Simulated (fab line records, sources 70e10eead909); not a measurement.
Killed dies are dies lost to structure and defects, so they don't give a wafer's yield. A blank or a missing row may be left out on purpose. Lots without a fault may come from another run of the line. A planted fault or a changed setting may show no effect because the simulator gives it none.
fab line records | flow nand_harc
record lots=23 wafers=69 last_day=34
route steps=1302 shown P_CONTACT@234 P_M0@267 P_M1@306
lots that met no fault: from a run of the same line without faults
start_h: hours from the record's first day to the start of the lot's first wafer shown | wait_h: hours since the lot's step before | " the same as in the row above | L1.1+2: a row that stands for several wafers | - no value, or no start given | * or withheld: withheld | < > ~ a bound
route shown NAME@n: a module of which the file shows steps, and the number in the route of the first | usual: mean/standard deviation of fault-free wafers | same: alike in all rows | chamber/n: place in a boat | sites: the reading at each site | _std_site: their standard deviation | _edge_site: outer sites' mean less inner sites' | radius_mm: how far each site lies from the wafer's centre | mask NAME#n: copy n | behind: the tool/chamber that last shaped the wafer | hold: why the lot was held/for how many hours/how that ended | device: the transistor (n, p or np) that didn't switch | end of line: the same wafers' tests at the end of the route | a step without rows: its recipe alone | killed: dies lost to structure and defects at the first sort, not the wafer's yield | map: a wafer's dies, x killed, . not, _ none there
set.NAME: the setting as run; set.NAME@STEP: as run at that earlier step | model.NAME: the simulator's own value behind a step, which no gauge read
steps of the route over a sample of lots; a table a step, a row a wafer
services: from which hour (start_h, from the record's first day; less than 0 if before it) a tool's chamber was out of use, for how many hours, and why
## steps
# step NHARC_P_CONTACT_INSPECT_14
# usual raw_defect_count=3.7/2.3
# columns lot.wafer tool chamber start_h wait_h raw_defect_count
L074.2 defect_inspect-02 - 113.96 0.0 1
L074.5 " - " " 3
L074.6 " - " " 4
L075.2 defect_inspect-01 - 125.93 0.0 2
L075.5 " - " " 4
L075.6 " - " " 9
L076.1 defect_inspect-02 - 147.46 0.0 7
L076.2 " - " " 5
L076.6 " - " " 4
L077.1 defect_inspect-01 - 152.73 0.0 5
L077.3 " - " " 6
L077.5 " - " " 1
L078.2 defect_inspect-01 - 156.45 0.0 5
L078.3 " - " " 6
L078.4 " - " " 3
L079.2 defect_inspect-01 - 171.52 0.0 7
L079.3 " - " " 5
L079.4 " - " " 7
L080.3 defect_inspect-01 - 182.51 0.0 1
L080.5 " - " " 1
L080.6 " - " " 4
L081.4 defect_inspect-01 - 183.42 0.0 2
L081.5 " - " " 2
L081.6 " - " " 1
L083.2 defect_inspect-02 - 203.04 0.0 5
L083.3 " - " " 4
L083.6 " - " " 5
L082.1 defect_inspect-01 - 203.75 0.0 3
L082.2 " - " " 4
L082.4 " - " " 1
L084.2 defect_inspect-02 - 215.57 0.0 1
L084.4 " - " " 3
L084.5 " - " " 1
L085.1 defect_inspect-01 - 232.45 0.0 7
L085.3 " - " " 5
L085.6 " - " " 3
L086.2 defect_inspect-02 - 236.89 0.1 2
L086.4 " - " " 2
L086.5 " - " " 2
L088.1 defect_inspect-02 - 262.87 0.0 1
L088.5 " - " " 1
L088.6 " - " " 3
L087.1 defect_inspect-01 - 263.48 0.0 5
L087.3 " - " " 4
L087.4 " - " " 4
L090.1 defect_inspect-01 - 277.52 0.0 4
L090.4 " - " " 1
L090.6 " - " " 3
L091.2 defect_inspect-01 - 288.66 0.0 3
L091.3 " - " " 4
L091.6 " - " " 1
L092.2 defect_inspect-01 - 293.37 0.0 3
L092.4 " - " " 4
L092.5 " - " " 4
L093.4 defect_inspect-01 - 313.04 0.0 5
L093.5 " - " " 5
L093.6 " - " " 2
L094.1 defect_inspect-01 - 319.74 0.0 9
L094.4 " - " " 11
L094.6 " - " " 4
L095.1 defect_inspect-02 - 334.56 0.0 2
L095.3 " - " " 2
L095.6 " - " " 3
L096.1 defect_inspect-01 - 337.44 0.0 5
L096.4 " - " " 5
L096.6 " - " " 6
L097.2 defect_inspect-02 - 345.93 0.0 2
L097.3 " - " " 5
L097.5 " - " " 2
# step NHARC_P_CONTACT_STRIP_28
# recipe o2_flow_sccm=500 ar_flow_sccm=0 bias_w=0 chemistry=O2
# usual drypump_motor_current_A=5.4/0.44 oes_product_au=0.998/0.0095 rf_vpp_V=57.9/0.89 showerhead_plenum_p_Torr=3.55/0.13 throttle_valve_pct=17.036/0.01
# same bias_w=0
# columns lot.wafer tool chamber start_h wait_h drypump_motor_current_A oes_product_au rf_hours_counter_h rf_vpp_V showerhead_plenum_p_Torr throttle_valve_pct
L074.2 rie_diel-13 1 114.97 0.1 5.4 0.985 6.1 57.2 3.38 17.052
L074.6 " 1 " " 5.4 0.991 - 58.1 3.37 17.037
L074.5 " 2 " " 6.3 0.991 - 57.9 3.74 17.054
L075.2 rie_diel-04 2 126.96 0.1 5.9 0.993 3.3 56.7 3.54 17.020
L075.6 " 0 " " 5.6 0.993 - 57.0 3.41 17.037
L075.5 " 1 " " 5.1 0.994 - 58.4 3.71 17.028
L076.1 rie_diel-13 1 148.64 0.1 5.4 0.999 9.4 57.3 3.37 17.040
L076.2 " 2 " " 6.3 1.006 8.7 58.4 3.74 17.027
L076.6 " 3 " " 5.9 0.994 - 56.8 3.60 17.044
L077.1 rie_diel-10 0 153.75 0.1 5.8 1.004 2.2 60.0 3.63 17.038
L077.3 " 1 " " 4.9 0.995 2.0 58.2 3.36 17.040
L077.5 " 0 " " 5.8 1.000 - 57.1 3.63 17.039
L078.3 rie_diel-13 3 157.46 0.1 5.9 0.991 9.7 59.0 3.60 17.036
L078.2 " 1 " " 5.4 0.992 10.4 59.0 3.37 17.035
L078.4 " 1 " " 5.4 0.984 - 55.7 3.37 17.041
L079.2 rie_diel-04 2 172.98 0.1 5.9 0.999 3.9 55.6 3.54 17.051
L079.4 " 0 " " 5.6 1.004 3.9 56.8 3.41 17.016
L079.3 " 1 " " 5.1 1.004 3.7 59.8 3.71 17.054
L080.3 rie_diel-10 2 183.52 0.1 5.4 0.989 3.1 57.1 3.54 17.031
L080.6 " 2 " " 5.4 0.987 - 57.8 3.54 17.043
L080.5 " 3 " " 4.8 1.004 - 58.2 3.48 17.036
L081.4 rie_diel-10 3 184.44 0.1 4.8 1.006 3.2 57.5 3.48 17.035
L081.5 " 3 " " 4.8 1.002 - 57.3 3.48 17.040
L081.6 " 0 " " 5.8 0.996 - 56.5 3.63 17.019
L083.3 rie_diel-10 0 204.05 0.1 5.8 1.003 3.9 57.4 3.63 17.020
L083.2 " 3 " " 4.8 0.992 3.6 57.6 3.48 17.030
L083.6 " 0 " " 5.8 1.004 - 56.8 3.63 17.032
L082.2 rie_diel-10 3 204.87 0.1 4.8 1.004 3.7 56.6 3.48 17.054
L082.1 " 0 " " 5.8 1.010 3.9 57.5 3.63 17.050
L082.4 " 1 " " 4.9 1.007 3.6 57.2 3.36 17.044
L084.4 rie_diel-04 1 216.58 0.1 5.1 1.003 0.5 58.2 3.71 17.025
L084.2 " 0 " " 5.6 0.988 0.5 58.5 3.41 17.040
L084.5 " 2 " " 5.8 0.997 - 59.3 3.54 17.027
L085.1 rie_diel-04 3 233.49 0.1 5.1 1.012 0.9 57.9 3.70 17.018
L085.3 " 0 " " 5.6 0.989 0.8 58.0 3.41 17.035
L085.6 " 2 " " 5.9 1.006 - 57.7 3.54 17.048
L086.2 rie_diel-10 2 237.94 0.1 5.4 0.984 4.0 59.0 3.54 17.033
L086.4 " 3 " " 4.8 0.998 4.1 57.7 3.48 17.026
L086.5 " 0 " " 5.8 0.998 - 57.4 3.63 17.050
L088.1 rie_diel-10 1 263.92 0.1 4.9 0.991 0.5 57.4 3.36 17.029
L088.6 " 2 " " 5.5 0.979 - 56.4 3.53 17.037
L088.5 " 3 " " 4.8 0.991 - 57.3 3.48 17.051
L087.1 rie_diel-10 2 264.49 0.1 5.4 0.992 0.6 60.0 3.53 17.046
L087.4 " 0 " " 5.8 0.987 0.4 58.2 3.63 17.044
L087.3 " 1 " " 4.8 0.991 0.6 58.4 3.36 17.033
L090.1 rie_diel-10 3 278.53 0.1 4.8 1.020 0.6 58.4 3.48 17.037
L090.4 " 0 " " 5.8 0.986 0.5 57.7 3.63 17.039
L090.6 " 0 " " 5.8 0.995 - 59.2 3.63 17.020
L091.3 rie_diel-10 2 289.68 0.1 5.4 0.997 0.9 59.1 3.53 17.035
L091.2 " 0 " " 5.8 0.991 0.7 57.7 3.63 17.041
L091.6 " 2 " " 5.4 0.990 - 57.8 3.53 17.024
L092.4 rie_diel-13 1 294.38 0.1 5.4 1.013 6.9 57.5 3.37 17.027
L092.2 " 0 " " 5.9 1.000 6.7 57.6 3.47 17.033
L092.5 " 1 " " 5.4 1.017 - 57.5 3.37 17.030
L093.4 rie_diel-04 3 314.04 0.1 5.1 1.014 3.7 59.0 3.70 17.029
L093.6 " 3 " " 5.1 1.010 - 59.3 3.70 17.026
L093.5 " 0 " " 5.6 0.982 - 58.0 3.40 17.013
L094.4 rie_diel-04 0 320.75 0.1 5.6 0.988 3.8 57.5 3.40 17.040
L094.1 " 1 " " 5.1 0.984 3.6 58.2 3.71 17.035
L094.6 " 0 " " 5.6 0.995 - 57.3 3.40 17.027
L095.1 rie_diel-04 2 335.58 0.1 5.8 1.011 4.1 58.1 3.54 17.033
L095.3 " 0 " " 5.6 0.987 4.3 57.5 3.40 17.043
L095.6 " 2 " " 5.9 1.019 - 57.5 3.54 17.063
L096.4 rie_diel-04 1 338.45 0.1 5.1 1.006 4.2 57.5 3.71 17.057
L096.1 " 2 " " 5.9 1.011 4.2 57.8 3.54 17.034
L096.6 " 1 " " 5.1 0.997 - 59.0 3.71 17.025
L097.2 rie_diel-04 1 346.95 0.1 5.1 1.010 4.4 58.0 3.71 17.035
L097.3 " 2 " " 5.9 1.003 4.3 57.4 3.54 17.046
L097.5 " 1 " " 5.1 0.997 - 58.8 3.71 17.027
# step NHARC_P_M0_ETCH_34
# recipe target_depth_a=400 overetch_a=120 time_s=43.94 ion_energy_ev=200 n2_flow_sccm=150 h2_flow_sccm=150 ar_flow_sccm=0 rf_w=400 bias_w=150 chemistry=N2/H2
# usual bias_w=149.9/0.46 drypump_motor_current_A=6.1/0.48 h2_flow_sccm=149.9/0.39 n2_flow_sccm=150.0/0.43 oes_product_au=0.996/0.0093 rf_vpp_V=429.8/2.1 showerhead_plenum_p_Torr=2.02/0.074 throttle_valve_pct=14.171/0.0093
# columns lot.wafer tool chamber start_h wait_h bias_w drypump_motor_current_A h2_flow_sccm n2_flow_sccm oes_product_au rf_hours_counter_h rf_vpp_V showerhead_plenum_p_Torr throttle_valve_pct
L074.2 rie_diel-12 1 118.32 0.1 149.2 6.7 149.3 150.1 0.997 4 428.5 1.96 14.171
L074.6 " 3 " " 149.2 5.7 149.8 150.4 0.993 - 429.0 1.96 14.170
L074.5 " 0 " " 150.0 6.6 149.9 150.5 0.986 - 430.3 2.03 14.163
L075.2 rie_diel-12 3 130.23 0.1 149.2 5.8 149.5 150.2 1.009 3 428.8 1.96 14.171
L075.5 " 2 " " 150.2 5.5 150.2 149.7 0.994 - 433.0 2.08 14.178
L075.6 " 3 " " 149.4 5.8 150.3 150.2 1.018 - 429.0 1.96 14.168
L076.2 rie_diel-12 2 151.83 0.1 149.6 5.5 150.2 149.9 0.978 9 431.8 2.08 14.172
L076.1 " 3 " " 149.9 5.8 149.7 150.2 0.996 8 427.8 1.96 14.186
L076.6 " 2 " " 150.0 5.5 150.4 149.8 0.989 - 431.6 2.08 14.167
L077.3 rie_diel-12 1 156.92 0.1 149.4 6.7 149.6 149.7 0.993 9 427.8 1.96 14.173
L077.1 " 3 " " 150.8 5.8 150.4 150.1 0.992 8 429.3 1.96 14.159
L077.5 " 2 " " 149.7 5.5 149.6 150.4 0.994 - 432.4 2.08 14.163
L078.4 rie_diel-12 2 160.68 0.1 149.8 5.6 150.3 150.0 0.993 10 429.8 2.08 14.169
L078.3 " 0 " " 149.9 6.6 150.3 150.1 0.991 8 430.2 2.03 14.176
L078.2 " 1 " " 149.9 6.7 150.1 149.2 0.996 10 428.7 1.96 14.166
L079.2 rie_diel-12 1 176.29 0.1 148.9 6.7 149.8 149.6 0.988 12 429.0 1.96 14.154
L079.4 " 3 " " 149.9 5.8 149.6 150.3 0.985 10 428.6 1.96 14.184
L079.3 " 0 " " 150.2 6.6 149.5 150.1 0.988 10 431.6 2.03 14.154
L080.3 rie_diel-09 2 186.83 0.1 150.2 6.3 149.9 149.8 1.016 11 428.6 1.96 14.163
L080.6 " 1 " " 149.9 5.5 149.8 149.7 0.992 - 433.8 2.19 14.157
L080.5 " 2 " " 150.0 6.3 150.1 150.1 1.016 - 428.2 1.96 14.173
L081.4 rie_diel-12 2 189.08 0.1 150.6 5.6 150.0 150.7 0.991 14 429.8 2.08 14.177
L081.6 " 2 " " 150.2 5.5 149.8 149.7 0.986 - 430.5 2.08 14.165
L081.5 " 3 " " 150.7 5.8 150.2 150.4 0.990 - 428.8 1.96 14.163
L083.3 rie_diel-12 1 207.23 0.1 150.4 6.7 150.1 150.2 0.999 17 427.7 1.95 14.156
L083.2 " 0 " " 149.2 6.7 150.0 149.6 0.987 15 429.8 2.03 14.172
L083.6 " 1 " " 150.5 6.7 150.2 149.8 0.993 - 427.5 1.95 14.174
L082.1 rie_diel-12 3 208.03 0.1 150.3 5.8 149.5 149.9 0.992 15 428.4 1.96 14.169
L082.2 " 0 " " 148.9 6.7 149.8 150.0 0.980 15 431.3 2.03 14.173
L082.4 " 1 " " 149.8 6.7 149.5 150.1 0.990 17 427.8 1.95 14.160
L084.2 rie_diel-12 2 219.96 0.1 150.6 5.6 149.5 149.8 0.996 20 432.2 2.07 14.184
L084.4 " 0 " " 150.0 6.6 150.0 150.1 0.985 17 430.6 2.03 14.174
L084.5 " 2 " " 150.4 5.6 150.1 150.5 0.987 - 430.4 2.07 14.185
L085.3 rie_diel-12 1 236.74 0.1 150.2 6.7 150.5 149.1 1.000 24 429.0 1.95 14.167
L085.1 " 2 " " 150.5 5.5 150.9 149.6 1.002 24 431.4 2.07 14.160
L085.6 " 3 " " 149.8 5.8 149.3 150.1 0.997 - 428.9 1.96 14.160
L086.4 rie_diel-12 2 241.26 0.1 149.5 5.5 150.0 149.7 0.981 24 431.2 2.07 14.156
L086.2 " 3 " " 150.0 5.8 150.1 149.8 0.988 22 429.7 1.96 14.174
L086.5 " 1 " " 151.1 6.7 149.2 149.8 0.979 - 429.2 1.95 14.170
L088.1 rie_diel-08 2 267.09 0.1 149.6 6.3 150.2 150.6 1.005 23 427.1 1.90 14.180
L088.6 " 3 " " 150.2 6.3 149.9 150.4 0.998 - 429.2 1.97 14.170
L088.5 " 2 " " 149.0 6.3 149.9 150.8 1.001 - 426.3 1.90 14.174
L087.1 rie_diel-12 1 267.69 0.1 150.2 6.8 149.5 150.2 1.005 28 428.4 1.95 14.171
L087.3 " 2 " " 149.7 5.6 149.9 150.4 1.007 28 431.2 2.07 14.162
L087.4 " 3 " " 149.3 5.8 149.8 149.0 0.998 27 428.4 1.96 14.170
L090.1 rie_diel-12 1 281.96 0.1 149.9 6.7 149.3 150.8 1.003 1 429.1 1.95 14.160
L090.4 " 2 " " 150.0 5.5 150.6 149.6 1.003 1 430.8 2.07 14.178
L090.6 " 2 " " 150.2 5.5 150.4 149.5 1.002 - 431.8 2.07 14.187
L091.3 rie_diel-12 0 293.20 0.2 149.9 6.7 149.9 150.1 1.003 2 429.6 2.02 14.183
L091.2 " 2 " " 150.1 5.5 149.6 149.8 0.995 3 432.3 2.07 14.185
L091.6 " 0 " " 149.5 6.6 149.6 150.3 1.003 - 430.7 2.02 14.174
L092.2 rie_diel-12 0 297.68 0.1 149.8 6.6 150.4 149.4 1.015 2 428.4 2.02 14.172
L092.4 " 3 " " 149.8 5.8 149.7 150.1 0.999 3 428.6 1.95 14.172
L092.5 " 0 " " 149.7 6.6 149.9 150.2 1.012 - 431.2 2.02 14.184
L093.4 rie_diel-08 3 317.49 0.2 150.1 6.3 150.1 150.3 1.002 37 430.4 1.97 14.168
L093.5 " 3 " " 149.3 6.3 149.8 150.4 1.006 - 427.1 1.97 14.179
L093.6 " 0 " " 150.0 6.4 150.4 149.4 1.000 - 431.0 2.07 14.186
L094.1 rie_diel-12 2 324.09 0.1 149.7 5.5 149.6 148.8 1.004 9 432.1 2.07 14.184
L094.4 " 3 " " 149.6 5.8 149.6 150.2 0.997 - 428.9 1.95 14.169
L094.6 " 1 " " 149.5 6.7 149.2 150.0 1.002 - 427.7 1.95 14.167
L095.1 rie_diel-09 3 338.81 0.1 150.6 6.0 149.8 149.6 1.002 2 432.2 2.13 14.168
L095.3 " 0 " " 149.5 6.4 150.5 150.6 0.998 2 427.2 1.93 14.182
L095.6 " 3 " " 149.0 6.0 149.7 149.7 1.007 - 434.1 2.13 14.166
L096.1 rie_diel-12 0 341.77 0.1 149.8 6.6 150.4 150.5 1.010 11 429.3 2.02 14.174
L096.4 " 2 " " 150.1 5.5 150.0 149.9 1.000 12 430.4 2.07 14.179
L096.6 " 3 " " 149.2 5.8 149.8 150.1 0.998 - 428.3 1.95 14.182
L097.3 rie_diel-09 1 350.23 0.1 150.0 5.6 150.1 149.3 0.991 8 434.3 2.17 14.172
L097.2 " 0 " " 150.2 6.5 150.0 149.0 0.998 8 426.0 1.93 14.171
L097.5 " 2 " " 149.4 6.3 149.7 150.4 0.999 - 425.9 1.94 14.178
# step NHARC_P_M0_STRIP_18
# recipe power_w=1000 n2_flow_sccm=150 h2_flow_sccm=150 ar_flow_sccm=0 bias_w=0 chemistry=N2/H2
# usual drypump_motor_current_A=6.2/0.42 h2_flow_sccm=150.0/0.44 n2_flow_sccm=150.0/0.43 oes_product_au=0.998/0.0088 rf_vpp_V=90.4/0.95 showerhead_plenum_p_Torr=2.00/0.075 throttle_valve_pct=14.172/0.0091
# same bias_w=0
# columns lot.wafer tool chamber start_h wait_h drypump_motor_current_A h2_flow_sccm n2_flow_sccm oes_product_au rf_hours_counter_h rf_vpp_V showerhead_plenum_p_Torr throttle_valve_pct
L074.2 rie_diel-08 1 118.60 0.1 5.9 150.3 150.6 1.014 35 89.3 1.88 14.180
L074.6 " 1 " " 5.9 149.7 149.8 0.996 - 90.7 1.88 14.177
L074.5 " 2 " " 6.3 149.7 150.7 1.002 - 91.1 1.92 14.165
L075.2 rie_diel-08 3 130.58 0.1 6.3 149.4 149.8 0.978 29 89.5 1.99 14.171
L075.6 " 1 " " 5.9 150.2 149.5 1.005 - 90.1 1.88 14.192
L075.5 " 2 " " 6.4 150.0 150.7 1.002 - 90.3 1.92 14.167
L076.1 rie_diel-12 3 152.14 0.1 5.8 150.2 150.0 1.002 8 90.2 1.96 14.181
L076.2 " 0 " " 6.7 149.5 149.5 1.000 7 90.7 2.03 14.169
L076.6 " 2 " " 5.5 150.2 150.0 0.984 - 91.5 2.08 14.178
L077.3 rie_diel-08 2 157.21 0.1 6.3 150.4 150.2 1.010 45 89.1 1.91 14.176
L077.1 " 1 " " 5.9 150.1 150.0 1.003 48 90.6 1.87 14.163
L077.5 " 1 " " 5.9 150.5 150.3 0.995 - 90.0 1.87 14.169
L078.2 rie_diel-12 2 161.00 0.1 5.5 150.1 149.6 0.996 10 91.7 2.08 14.162
L078.4 " 3 " " 5.8 150.1 149.3 0.997 8 91.0 1.96 14.169
L078.3 " 0 " " 6.6 150.1 150.9 0.994 8 91.0 2.03 14.159
L079.2 rie_diel-12 3 176.58 0.1 5.8 150.9 149.7 0.990 10 90.3 1.96 14.162
L079.4 " 1 " " 6.7 149.9 150.6 0.996 12 90.0 1.96 14.186
L079.3 " 2 " " 5.5 151.0 150.6 0.990 12 90.8 2.08 14.184
L080.3 rie_diel-08 1 187.20 0.1 5.9 149.9 149.4 1.012 63 89.7 1.87 14.175
L080.5 " 3 " " 6.3 150.4 150.5 0.989 - 90.3 1.98 14.156
L080.6 " 0 " " 6.4 150.0 150.5 0.991 - 91.6 2.08 14.170
L081.4 rie_diel-08 3 189.37 0.1 6.3 149.7 149.6 0.979 52 91.2 1.98 14.174
L081.5 " 3 " " 6.3 149.9 150.3 0.989 - 89.9 1.98 14.179
L081.6 " 0 " " 6.4 149.1 150.7 0.991 - 91.3 2.08 14.171
L083.2 rie_diel-12 1 207.52 0.1 6.7 150.4 150.0 1.005 17 89.4 1.95 14.167
L083.3 " 3 " " 5.8 150.6 150.1 0.998 15 89.7 1.96 14.176
L083.6 " 2 " " 5.6 150.7 150.1 0.983 - 90.1 2.07 14.158
L082.2 rie_diel-09 3 208.34 0.1 6.0 150.7 150.2 1.006 21 91.6 2.15 14.177
L082.4 " 0 " " 6.4 150.4 150.3 0.986 22 90.5 1.95 14.187
L082.1 " 1 " " 5.6 150.5 149.7 0.999 23 90.6 2.19 14.188
L084.2 rie_diel-12 2 220.37 0.2 5.6 149.3 149.9 0.984 20 90.9 2.07 14.158
L084.4 " 3 " " 5.8 149.6 150.8 0.998 18 89.4 1.96 14.159
L084.5 " 0 " " 6.6 149.2 150.6 0.988 - 91.1 2.03 14.170
L085.3 rie_diel-12 3 237.01 0.1 5.8 149.7 150.2 0.996 21 90.7 1.96 14.182
L085.1 " 0 " " 6.7 150.2 150.5 0.994 21 91.4 2.03 14.176
L085.6 " 0 " " 6.7 149.7 150.4 0.998 - 89.8 2.03 14.176
L086.4 rie_diel-12 2 241.57 0.1 5.5 149.7 149.7 0.989 25 89.8 2.07 14.189
L086.2 " 0 " " 6.7 149.9 150.1 0.996 23 90.6 2.03 14.171
L086.5 " 2 " " 5.5 150.6 150.1 1.001 - 91.4 2.07 14.151
L088.1 rie_diel-12 2 267.50 0.2 5.6 149.2 150.3 1.005 28 91.0 2.07 14.175
L088.6 " 3 " " 5.8 150.0 149.6 0.986 - 91.2 1.96 14.173
L088.5 " 0 " " 6.6 150.0 149.3 1.004 - 90.5 2.03 14.175
L087.3 rie_diel-12 2 267.97 0.1 5.5 149.7 149.8 0.992 28 90.7 2.07 14.173
L087.1 " 3 " " 5.8 149.8 149.7 0.994 27 90.5 1.96 14.181
L087.4 " 0 " " 6.7 149.5 149.8 0.989 26 88.7 2.03 14.182
L090.1 rie_diel-12 2 282.24 0.1 5.5 150.3 149.7 1.003 1 92.6 2.07 14.165
L090.4 " 1 " " 6.7 150.4 150.0 0.991 1 91.0 1.95 14.181
L090.6 " 2 " " 5.5 149.9 149.9 0.997 - 91.0 2.07 14.179
L091.3 rie_diel-12 3 293.52 0.1 5.8 149.5 150.8 1.006 3 91.9 1.96 14.164
L091.2 " 0 " " 6.7 149.5 150.0 1.006 2 92.5 2.03 14.190
L091.6 " 3 " " 5.8 149.5 150.3 1.003 - 88.8 1.95 14.171
L092.4 rie_diel-12 1 298.02 0.1 6.7 149.4 150.1 1.001 3 91.2 1.95 14.177
L092.2 " 2 " " 5.5 150.6 150.3 1.003 4 91.1 2.07 14.176
L092.5 " 3 " " 5.8 151.3 149.1 0.998 - 90.2 1.96 14.176
L093.4 rie_diel-08 0 317.91 0.1 6.4 150.0 149.7 1.005 33 91.3 2.07 14.169
L093.5 " 2 " " 6.3 150.5 149.6 1.006 - 89.1 1.89 14.160
L093.6 " 3 " " 6.3 149.4 150.1 1.010 - 91.8 1.97 14.159
L094.4 rie_diel-12 1 324.40 0.1 6.7 150.1 150.0 1.002 8 89.8 1.95 14.169
L094.1 " 2 " " 5.5 149.8 149.5 1.000 9 90.1 2.07 14.173
L094.6 " 0 " " 6.7 150.1 149.9 1.018 - 90.8 2.02 14.167
L095.1 rie_diel-08 0 339.26 0.1 6.4 149.7 150.4 1.010 44 90.8 2.07 14.181
L095.3 " 1 " " 5.9 150.2 150.6 1.006 47 91.3 2.20 14.156
L095.6 " 3 " " 6.3 150.0 149.9 1.020 - 89.7 1.97 14.165
L096.4 rie_diel-12 2 342.10 0.1 5.5 149.3 149.9 0.995 12 90.4 2.07 14.177
L096.1 " 3 " " 5.8 149.6 150.1 0.999 12 89.8 1.95 14.175
L096.6 " 1 " " 6.8 149.2 150.1 1.002 - 90.4 1.95 14.168
L097.2 rie_diel-08 3 350.61 0.2 6.3 150.3 150.7 1.010 52 89.8 1.96 14.173
L097.3 " 1 " " 5.9 150.0 150.2 0.999 54 91.4 2.20 14.168
L097.5 " 3 " " 6.3 150.9 150.3 1.016 - 90.2 1.96 14.168
# step NHARC_P_M0_PRE_CLEAN_29
# recipe time_s=30 temp_c=280 gas=H2/He
# usual heater_power_w=424/42
# columns lot.wafer tool chamber start_h wait_h heater_power_w
L074.2 pvd_sputter-01 - - - 391
L074.6 " - " " 364
L074.5 " - " " 348
L075.2 pvd_sputter-03 - - - 386
L075.6 " - " " 497
L075.5 " - " " 386
L076.1 pvd_sputter-03 - - - 412
L076.2 " - " " 481
L076.6 " - " " 386
L077.1 pvd_sputter-03 - - - 413
L077.3 " - " " 384
L077.5 " - " " 444
L078.4 pvd_sputter-01 - - - 407
L078.3 " - " " 351
L078.2 " - " " 436
L079.4 pvd_sputter-01 - - - 409
L079.3 " - " " 369
L079.2 " - " " 458
L080.3 pvd_sputter-02 - - - 452
L080.6 " - " " 376
L080.5 " - " " 447
L081.4 pvd_sputter-03 - - - 467
L081.6 " - " " 438
L081.5 " - " " 469
L083.3 pvd_sputter-03 - - - 416
L083.2 " - " " 439
L083.6 " - " " 489
L082.4 pvd_sputter-02 - - - 457
L082.1 " - " " 411
L082.2 " - " " 508
L084.4 pvd_sputter-03 - - - 469
L084.2 " - " " 397
L084.5 " - " " 400
L085.3 pvd_sputter-02 - - - 456
L085.1 " - " " 499
L085.6 " - " " 395
L086.2 pvd_sputter-03 - - - 476
L086.4 " - " " 387
L086.5 " - " " 417
L088.1 pvd_sputter-01 - - - 385
L088.5 " - " " 343
L088.6 " - " " 481
L087.4 pvd_sputter-03 - - - 419
L087.3 " - " " 428
L087.1 " - " " 402
L090.1 pvd_sputter-03 - - - 397
L090.4 " - " " 420
L090.6 " - " " 399
L091.2 pvd_sputter-02 - - - 510
L091.3 " - " " 374
L091.6 " - " " 432
L092.4 pvd_sputter-03 - - - 432
L092.2 " - " " 472
L092.5 " - " " 419
L093.4 pvd_sputter-02 - - - 439
L093.5 " - " " 429
L093.6 " - " " 492
L094.4 pvd_sputter-03 - - - 417
L094.1 " - " " 438
L094.6 " - " " 399
L095.3 pvd_sputter-01 - - - 469
L095.1 " - " " 420
L095.6 " - " " 425
L096.4 pvd_sputter-02 - - - 504
L096.1 " - " " 442
L096.6 " - " " 441
L097.2 pvd_sputter-01 - - - 377
L097.3 " - " " 465
L097.5 " - " " 380
# step NHARC_P_M1_PRE_CLEAN_30
# recipe time_s=30 temp_c=280 gas=H2/He
# usual heater_power_w=421/47
# columns lot.wafer tool chamber start_h wait_h heater_power_w
L074.2 pvd_sputter-02 - - - 388
L074.5 " - " " 451
L074.6 " - " " 400
L075.2 pvd_sputter-02 - - - 451
L075.5 " - " " 391
L075.6 " - " " 522
L076.1 pvd_sputter-01 - - - 354
L076.2 " - " " 443
L076.6 " - " " 442
L077.3 pvd_sputter-03 - - - 376
L077.1 " - " " 419
L077.5 " - " " 496
L078.2 pvd_sputter-03 - - - 424
L078.4 " - " " 417
L078.3 " - " " 485
L079.3 pvd_sputter-01 - - - 347
L079.2 " - " " 436
L079.4 " - " " 401
L080.3 pvd_sputter-01 - - - 376
L080.5 " - " " 396
L080.6 " - " " 371
L081.4 pvd_sputter-01 - - - 340
L081.5 " - " " 343
L081.6 " - " " 453
L083.2 pvd_sputter-03 - - - 424
L083.3 " - " " 473
L083.6 " - " " 425
L082.4 pvd_sputter-01 - - - 402
L082.2 " - " " 371
L082.1 " - " " 344
L084.2 pvd_sputter-02 - - - 457
L084.4 " - " " 394
L084.5 " - " " 454
L085.1 pvd_sputter-02 - - - 459
L085.3 " - " " 416
L085.6 " - " " 399
L086.2 pvd_sputter-02 - - - 448
L086.4 " - " " 498
L086.5 " - " " 462
L088.1 pvd_sputter-02 - - - 520
L088.6 " - " " 505
L088.5 " - " " 396
L087.1 pvd_sputter-03 - - - 441
L087.3 " - " " 475
L087.4 " - " " 420
L090.4 pvd_sputter-03 - - - 466
L090.1 " - " " 430
L090.6 " - " " 433
L091.2 pvd_sputter-02 - - - 510
L091.3 " - " " 431
L091.6 " - " " 361
L092.4 pvd_sputter-01 - - - 373
L092.2 " - " " 348
L092.5 " - " " 385
L093.4 pvd_sputter-02 - - - 503
L093.6 " - " " 368
L093.5 " - " " 450
L094.4 pvd_sputter-01 - - - 480
L094.1 " - " " 386
L094.6 " - " " 480
L095.3 pvd_sputter-01 - - - 418
L095.1 " - " " 471
L095.6 " - " " 409
L096.4 pvd_sputter-02 - - - 430
L096.1 " - " " 378
L096.6 " - " " 435
L097.2 pvd_sputter-01 - - - 472
L097.3 " - " " 429
L097.5 " - " " 423
## services
# columns tool chamber start_h hours kind
rie_diel-12 - 91.45 9.0 pm
rie_diel-08 3 98.79 11.4 repair
rie_diel-04 0 102.23 7.1 repair
pvd_sputter-02 - 104.00 10.0 pm
rie_diel-10 1 120.14 4.9 repair
pvd_sputter-03 - 120.28 3.3 repair
rie_diel-12 2 121.29 4.2 repair
rie_diel-08 0 129.61 42.0 repair
pvd_sputter-03 - 170.14 10.0 pm
rie_diel-08 - 192.87 9.0 pm
rie_diel-08 1 209.01 5.6 repair
pvd_sputter-02 - 217.93 5.0 repair
pvd_sputter-01 - 220.10 9.8 repair
pvd_sputter-01 - 229.91 10.0 pm
rie_diel-10 - 242.50 9.0 pm
rie_diel-08 0 257.63 14.1 repair
rie_diel-12 - 268.45 9.0 pm
rie_diel-08 2 273.73 9.3 repair
pvd_sputter-03 - 281.20 0.9 repair
pvd_sputter-02 - 283.67 10.0 pm
rie_diel-12 0 320.12 4.0 repair
rie_diel-10 1 331.39 4.3 repair
rie_diel-12 - 336.01 3.4 repair
pvd_sputter-03 - 348.14 10.0 pm
## key
fault none
